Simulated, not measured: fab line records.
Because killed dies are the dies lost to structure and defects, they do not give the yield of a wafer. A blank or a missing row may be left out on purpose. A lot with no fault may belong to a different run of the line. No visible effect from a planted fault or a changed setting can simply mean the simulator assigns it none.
fab line records | flow nand-harc
record lots=13 wafers=37 last-day=25
route steps=1159 shown A_STAIRCASE@710 END@1159
lots that met no fault: taken from a fault-free run of the same line
start-h: hours from the record's opening day to when the first of the lot's shown wafers began | wait-h: hours from the lot's prior step to this one | " unchanged from the row above | L1.1+2: one row covering several wafers at once | - value missing, or start not given | * or withheld: withheld | < > ~ a bound
route shown NAME@n: a module of which the file shows steps, and the number in the route of the first | usual: average and standard deviation across the fault-free wafers | same: alike in all rows | chamber/n: place in a boat | sites: per-site readings | _std_site: standard deviation across them | _edge_site: mean of outer sites minus mean of inner sites | radius-mm: for every site, how far away it sits from the centre of the wafer | mask NAME#n: copy n | behind: the most recent tool/chamber to have shaped the wafer | hold: why the lot went on hold/how many hours it stayed there/how the hold came to an end | device: the transistor (n, p or np) that didn't switch | end of line: the same wafers' tests at the end of the route | for a step that has no rows: nothing shown but its recipe | killed: dies that structure and defects cost at the first sort, which is not the same as the wafer's yield | map: a wafer's dies, x killed, . not, _ none there
set.NAME: the setting that was run; set.NAME@STEP: the one run at that earlier step | model.NAME: the simulator's own value behind a step, which no gauge read
the route's steps for a sample of lots (tables are steps, rows are wafers)
services: when a tool's chamber went out of use (start-h, in hours from the record's first day, below 0 if earlier), for how many hours, and the reason
## steps
# step NHARC_A_STAIRCASE_DEP_322
# recipe target-thk-a=38000 temp-c=400 target-thk-nm=3800 teos-flow-sccm=200 rf-w=500 material=SiO2
# usual heater-power-w=695/82
# columns lot.wafer tool chamber start-h wait-h heater-power-w
L478.1 pecvd-01 1 270.09 0.2 706
L478.3 " 2 " " 797
L478.6 " 0 " " 709
L480.2 pecvd-04 1 298.69 0.2 877
L480.6 " 0 " " 640
L480.4 " 1 " " 716
L481.3 pecvd-01 1 298.78 0.3 714
L481.4 " 2 " " 643
L481.6 " 1 " " 574
L482.2 pecvd-04 1 310.67 0.1 813
L482.5 " 2 " " 563
L482.4 " 0 " " 643
L483.3 pecvd-03 1 310.74 0.2 631
L483.2 " 2 " " 788
L483.4 " 0 " " 698
L484.3 pecvd-01 1 329.43 0.2 692
L484.2 " 2 " " 679
L484.5 " 2 " " 649
L487.1 pecvd-01 2 346.48 0.2 663
L487.3 " 0 " " 859
L487.6 " 2 " " 638
L488.3 pecvd-03 2 346.69 0.4 735
L488.4 " 0 " " 693
L488.6 " 2 " " 691
L489.1 pecvd-03 1 358.22 0.1 677
L489.2 " 0 " " 805
L489.4 " 1 " " 597
L496.3 pecvd-01 2 380.79 0.1 734
L496.1 " 1 " " 735
L496.4 " 2 " " 647
L498.2 pecvd-04 1 406.70 0.1 708
L498.4 " 2 " " 558
L497.6 pecvd-03 1 407.27 0.6 573
L497.5 " 2 " " 694
L500.2 pecvd-04 2 430.86 0.3 665
L500.6 " 2 " " 563
L500.5 " 0 " " 644
# step NHARC_A_STAIRCASE_DEP_325
# recipe target-thk-a=38000 temp-c=400 target-thk-nm=3800 teos-flow-sccm=200 rf-w=500 material=SiO2
# usual heater-power-w=688/81
# columns lot.wafer tool chamber start-h wait-h heater-power-w
L478.3 pecvd-03 1 277.46 0.4 654
L478.1 " 2 " " 733
L478.6 " 1 " " 595
L480.2 pecvd-03 2 306.66 0.2 831
L480.6 " 2 " " 694
L480.4 " 0 " " 677
L481.3 pecvd-04 1 306.67 0.2 859
L481.4 " 1 " " 709
L481.6 " 2 " " 540
L483.2 pecvd-03 0 318.53 0.1 751
L483.3 " 1 " " 635
L483.4 " 0 " " 684
L482.2 pecvd-01 0 318.65 0.2 852
L482.5 " 2 " " 629
L482.4 " 1 " " 599
L484.3 pecvd-04 0 337.27 0.1 649
L484.2 " 2 " " 687
L484.5 " 1 " " 717
L487.1 pecvd-01 0 353.44 0.1 807
L487.3 " 2 " " 742
L487.6 " 2 " " 632
L488.3 pecvd-03 0 353.52 0.1 822
L488.4 " 0 " " 682
L488.6 " 2 " " 686
L489.1 pecvd-01 0 365.24 0.1 749
L489.2 " 1 " " 732
L489.4 " 1 " " 584
L496.3 pecvd-03 0 388.01 0.2 732
L496.1 " 1 " " 604
L496.4 " 1 " " 577
L498.2 pecvd-03 2 414.71 0.2 839
L498.4 " 2 " " 682
L497.5 pecvd-01 0 414.90 0.4 696
L497.6 " 1 " " 579
L500.2 pecvd-04 0 439.11 0.5 669
L500.5 " 1 " " 716
L500.6 " 2 " " 550
# step NHARC_A_STAIRCASE_ETCH_444
# recipe target-depth-a=1.02e+05 time-s=3400 c4f8-flow-sccm=20 o2-flow-sccm=10 ar-flow-sccm=withheld rf-w=600 bias-w=1000 chemistry=C4F8/O2
# usual chamber-pressure-mTorr=25.000/0.022 oes-product-au=0.931/0.022 rf-vpp-V=809/4.5 run-length-s=3421.4/0.51
# columns lot.wafer tool chamber start-h wait-h chamber-pressure-mTorr oes-product-au rf-hours-counter-h rf-vpp-V run-length-s
L478.1 rie-diel-10 0 285.69 0.4 24.966 0.910 39 806 3420.6
L478.3 " 1 " " 25.005 0.927 37 808 3421.6
L478.6 " 3 " " 25.001 0.921 - 815 3421.0
L480.2 rie-diel-09 3 314.36 0.1 25.003 0.946 15 812 3422.1
L480.4 " 0 " " 25.044 0.913 15 810 3422.1
L480.6 " 0 " " 24.966 0.906 - 809 3422.3
L481.3 rie-diel-01 0 314.68 0.1 25.010 0.948 63 811 3421.2
L481.4 " 1 " " 24.994 0.938 52 811 3421.2
L481.6 " 0 " " 25.001 0.937 - 810 3421.8
L482.4 rie-diel-09 1 327.41 0.3 25.012 0.908 24 807 3421.8
L482.2 " 3 " " 25.029 0.925 22 813 3421.8
L482.5 " 0 " " 24.972 0.905 - 809 3422.2
L483.4 rie-diel-10 1 327.55 0.3 24.985 0.918 53 808 3420.9
L483.3 " 3 " " 24.987 0.907 60 816 3421.1
L483.2 " 0 " " 25.011 0.910 55 804 3420.7
L484.3 rie-diel-10 3 345.19 0.1 25.018 0.921 68 816 3421.1
L484.2 " 1 " " 25.002 0.916 61 808 3420.7
L484.5 " 0 " " 25.019 0.914 - 805 3420.7
L488.4 rie-diel-01 0 362.49 0.6 25.006 0.941 15 811 3421.3
L488.3 " 1 " " 24.996 0.905 16 811 3421.3
L488.6 " 3 " " 24.963 0.934 - 810 3421.8
L487.3 rie-diel-01 1 365.09 3.1 24.990 0.914 18 809 3421.4
L487.1 " 2 " " 25.014 0.915 19 797 3422.0
L487.6 " 0 " " 25.058 0.957 - 811 3421.1
L489.4 rie-diel-10 1 372.97 0.1 24.987 0.972 3 807 3420.8
L489.1 " 3 " " 25.028 0.975 3 814 3421.3
L489.2 " 0 " " 24.992 0.972 3 805 3420.3
L496.4 rie-diel-10 2 395.90 0.1 24.977 0.982 12 815 4884.5
L496.1 " 3 " " 24.980 0.956 11 816 3421.2
L496.3 " 0 " " 24.977 0.973 12 804 3420.5
L497.5 rie-diel-10 3 426.50 1.0 25.024 0.930 - 815 3421.3
L497.6 " 0 " " 24.940 0.958 - 805 4883.7
L498.4 rie-diel-10 0 426.98 1.5 25.017 0.928 23 805 4884.2
L498.2 " 1 " " 24.960 0.929 21 808 3421.0
L500.2 rie-diel-09 1 446.92 0.1 25.032 0.907 1 806 3422.4
L500.5 " 1 " " 24.971 0.924 - 807 3422.1
L500.6 " 2 " " 25.008 0.928 - 813 3421.7
# step NHARC_A_STAIRCASE_ETCHBACK_157
# recipe target-depth-a=900 over-etch-frac=0.3 time-s=167.14 ion-energy-ev=120 ch3f-flow-sccm=50 o2-flow-sccm=30 ar-flow-sccm=200 rf-w=500 bias-w=100 chemistry=CH3F/O2
# usual chamber-pressure-mTorr=24.999/0.025 drypump-motor-current-A=5.8/0.46 oes-product-au=0.97/0.039 rf-vpp-V=245.0/1.6 showerhead-plenum-p-Torr=2.51/0.1 throttle-valve-pct=20.665/0.0093
# columns lot.wafer tool chamber start-h wait-h chamber-pressure-mTorr drypump-motor-current-A oes-product-au rf-hours-counter-h rf-vpp-V showerhead-plenum-p-Torr throttle-valve-pct
L478.3 rie-diel-01 0 289.90 0.2 25.042 5.2 0.92 58 245.9 2.56 20.647
L478.1 " 1 " " 24.972 5.7 0.93 46 245.8 2.53 20.655
L478.6 " 2 " " 24.983 6.2 0.92 - 242.7 2.29 20.663
L480.4 rie-diel-10 3 318.45 0.2 24.994 5.0 0.90 56 247.7 2.64 20.671
L480.2 " 0 " " 24.967 6.0 0.91 51 244.0 2.43 20.664
L480.6 " 1 " " 24.989 5.8 0.93 - 243.9 2.49 20.653
L481.3 rie-diel-09 3 318.80 0.2 24.961 5.1 0.99 18 244.9 2.58 20.661
L481.4 " 2 " " 24.971 5.8 0.97 18 247.0 2.63 20.650
L481.6 " 3 " " 25.035 5.1 1.00 - 246.4 2.58 20.651
L482.4 rie-diel-10 0 331.17 0.2 24.972 6.1 0.91 57 244.0 2.42 20.674
L482.2 " 2 " " 24.999 6.6 0.91 57 246.1 2.64 20.673
L482.5 " 3 " " 24.990 5.0 0.91 - 247.0 2.63 20.658
L483.3 rie-diel-01 3 331.49 0.1 24.986 5.6 1.00 3 245.9 2.54 20.660
L483.4 " 0 " " 24.989 5.2 1.02 3 244.9 2.55 20.665
L483.2 " 2 " " 25.011 6.3 0.98 3 241.4 2.29 20.668
L484.3 rie-diel-09 1 349.15 0.2 25.001 5.8 0.92 33 243.8 2.47 20.672
L484.2 " 3 " " 24.989 5.1 0.93 29 246.3 2.58 20.667
L484.5 " 1 " " 24.983 5.8 0.91 - 243.8 2.47 20.679
L488.4 rie-diel-10 3 367.19 0.2 25.019 5.0 0.99 1 247.0 2.63 20.683
L488.3 " 2 " " 24.987 6.6 1.01 1 246.2 2.63 20.662
L488.6 " 0 " " 24.956 6.0 1.01 - 244.1 2.42 20.669
L487.3 rie-diel-10 0 368.98 0.2 25.027 6.0 1.01 2 244.0 2.42 20.664
L487.1 " 1 " " 24.991 5.8 1.03 2 245.2 2.48 20.657
L487.6 " 3 " " 24.991 5.0 0.99 - 247.6 2.63 20.657
L489.4 rie-diel-01 2 377.10 0.2 25.022 6.2 0.99 24 241.3 2.28 20.673
L489.1 " 3 " " 24.980 5.6 1.01 23 245.1 2.53 20.663
L489.2 " 0 " " 25.021 5.2 1.03 22 246.5 2.54 20.681
L496.4 rie-diel-01 1 400.16 0.1 25.010 5.8 0.91 35 243.8 2.51 20.665
L496.1 " 2 " " 24.975 6.2 0.91 33 241.5 2.28 20.666
L496.3 " 0 " " 25.005 5.2 0.94 34 246.1 2.54 20.667
L497.6 rie-diel-10 0 429.60 0.3 25.016 6.0 1.01 - 242.8 2.41 20.645
L497.5 " 1 " " 25.061 5.8 1.01 - 244.5 2.47 20.670
L498.2 rie-diel-01 3 431.02 0.2 25.015 5.6 0.95 42 245.2 2.53 20.671
L498.4 " 1 " " 25.029 5.7 0.93 - 245.6 2.51 20.683
L500.2 rie-diel-09 1 451.02 0.2 24.965 5.8 0.96 4 244.3 2.46 20.663
L500.5 " 3 " " 25.011 5.1 1.01 - 246.7 2.56 20.671
L500.6 " 0 " " 24.973 5.9 1.00 - 245.6 2.50 20.662
# step NHARC_END_SORT_01
# recipe temp-c=25
# usual killed-at-array=30/10 killed-at-other=0.5/0.82 killed-at-periphery=2.9/2 killed-dies=34/11 killed-open=3.2/1.8 killed-short=2.0/1.4
# same gross-dies=677
# columns lot.wafer tool chamber start-h wait-h killed-at-array killed-at-other killed-at-periphery killed-dies killed-open killed-short
L496.1 prober-01 0 550.84 2.5 20 2 5 27 1 1
L496.3 prober-01 0 552.44 3.1 12 0 5 17 1 2
L496.4 prober-01 0 553.23 3.4 672 0 5 677 4 4
L497.5 prober-01 0 569.54 3.7 50 0 9 59 4 1
L497.6 prober-01 0 570.33 4.0 675 0 2 677 3 1
L498.2 prober-01 0 574.99 2.8 15 1 3 19 3 1
L498.4 prober-01 0 576.59 3.4 672 0 5 677 1 1
# killed by level:class
L496.1 A_CONTACT:chamber-film-flake=8 P_ZERO_WELL:chamber-film-flake=5 A_CHANNEL_HOLE_D1:chamber-film-flake=5 A_SGD_CUT:chamber-film-flake=2 A_WL_FILL:chamber-film-flake=2 THIN_TSV:chamber-film-flake=2 A_WL_FILL:geometric-particle:short=1 A_CONTACT:geometric-particle:open=1
L496.3 A_CHANNEL_HOLE_D1:chamber-film-flake=5 P_STI:chamber-film-flake=3 A_SGD_CUT:chamber-film-flake=2 A_CONTACT:chamber-film-flake=2 P_M0:geometric-particle:open=1 A_CHANNEL_FILL_D1:geometric-particle:short=1 A_M0:geometric-particle:short=1 P_ZERO_WELL:chamber-film-flake=1
L496.4 A_STAIRCASE:area-etch=651 A_CHANNEL_HOLE_D1:chamber-film-flake=10 P_ZERO_WELL:chamber-film-flake=4 A_CONTACT:chamber-film-flake=4 A_SGD_CUT:geometric-particle:short=2 P_CONTACT:geometric-particle:open=1 A_ONON_D1:geometric-particle:short=1 A_SGD_CUT:geometric-particle:open=1
L497.5 A_SLIT:chamber-film-flake=20 A_CHANNEL_HOLE_D1:chamber-film-flake=17 A_CONTACT:chamber-film-flake=6 P_M2:chamber-film-flake=5 A_ONON_D1:geometric-particle:open=2 P_STI:chamber-film-flake=2 P_M1:geometric-particle:open=1 A_CHANNEL_FILL_D1:geometric-particle:short=1
L497.6 A_STAIRCASE:area-etch=632 A_CHANNEL_HOLE_D1:chamber-film-flake=21 A_SLIT:chamber-film-flake=14 A_CONTACT:chamber-film-flake=3 A_CONTACT:geometric-particle:open=2 A_WL_FILL:geometric-particle:open=1 A_CONTACT:geometric-particle:short=1 P_STI:chamber-film-flake=1
L498.2 A_CHANNEL_HOLE_D1:chamber-film-flake=7 A_CONTACT:chamber-film-flake=3 A_STAIRCASE:chamber-film-flake=2 P_CONTACT:geometric-particle:open=1 A_CHANNEL_HOLE_D1:geometric-particle:short=1 A_CHANNEL_FILL_D1:geometric-particle:open=1 A_CONTACT:geometric-particle:open=1 P_GATE:chamber-film-flake=1
L498.4 A_STAIRCASE:area-etch=644 A_CHANNEL_HOLE_D1:chamber-film-flake=21 A_M0:chamber-film-flake=4 P_CONTACT:chamber-film-flake=2 P_GATE:geometric-particle:open=1 A_WL_FILL:geometric-particle:short=1 P_GATE:chamber-film-flake=1 P_M2:chamber-film-flake=1
## services
# columns tool chamber start-h hours kind
rie-diel-10 0 259.55 - clean
rie-diel-10 1 259.55 - clean
rie-diel-10 2 259.55 - clean
rie-diel-10 3 259.55 - clean
rie-diel-10 2 283.63 8.9 repair
rie-diel-10 0 284.08 - clean
rie-diel-10 1 284.08 - clean
rie-diel-10 3 284.08 - clean
pecvd-03 - 292.08 13.0 pm
rie-diel-10 0 308.58 - clean
rie-diel-10 1 308.58 - clean
rie-diel-10 2 308.58 - clean
rie-diel-10 3 308.58 - clean
rie-diel-01 - 316.11 9.0 pm
rie-diel-10 0 333.10 - clean
rie-diel-10 - 353.66 9.0 pm
pecvd-04 - 376.58 13.0 pm
pecvd-03 0 404.05 22.6 repair
pecvd-04 - 410.43 0.7 repair
pecvd-04 - 414.04 1.8 repair
pecvd-01 - 418.14 13.0 pm
rie-diel-01 0 424.39 18.5 repair
rie-diel-09 - 431.35 9.0 pm
pecvd-04 1 433.42 4.3 repair
## key
first-sign step=NHARC_A_STAIRCASE_ETCH_444 reading=run-length-s direction=up sigmas=99+ usual=* struck=*
effect step=NHARC_END_SORT_01 reading=killed-at-array direction=up sigmas=62 usual=30 struck=673
more-kills-born-at NHARC_A_STAIRCASE_ETCH_444@rie-diel-10=1927
met-at NHARC_A_STAIRCASE_ETCH_444
struck-lots L496,L497,L498
struck-wafers L496.4,L497.6,L498.4
later-rows-left-out L496.4,L497.6,L498.4
tester-left-out L496,L497,L498
not-acting-at NHARC_A_STAIRCASE_DEP_322,NHARC_A_STAIRCASE_DEP_325,NHARC_A_STAIRCASE_ETCHBACK_157
onset-between 372.97 395.90
fault kind=process-parameter-drift tool=rie-diel-10 chamber=- onset-h=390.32 steps=NHARC_A_STAIRCASE_ETCH_444 channel=time-s offset=* shape=step end-h=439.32 scope=struck-wafers-only acts-in=* stated=*
# tester-left-out: of these lots the tester's yield and bins aren't shown, on N5 and GAA mostly nor the transistor test; their killed dies are dies lost to structure and defects alone, not to doping, threshold or leakage, so they don't give the yield
# later-rows-left-out: the simulator's readings of these wafers behind a module that went badly wrong aren't trusted and aren't shown, but for the sort
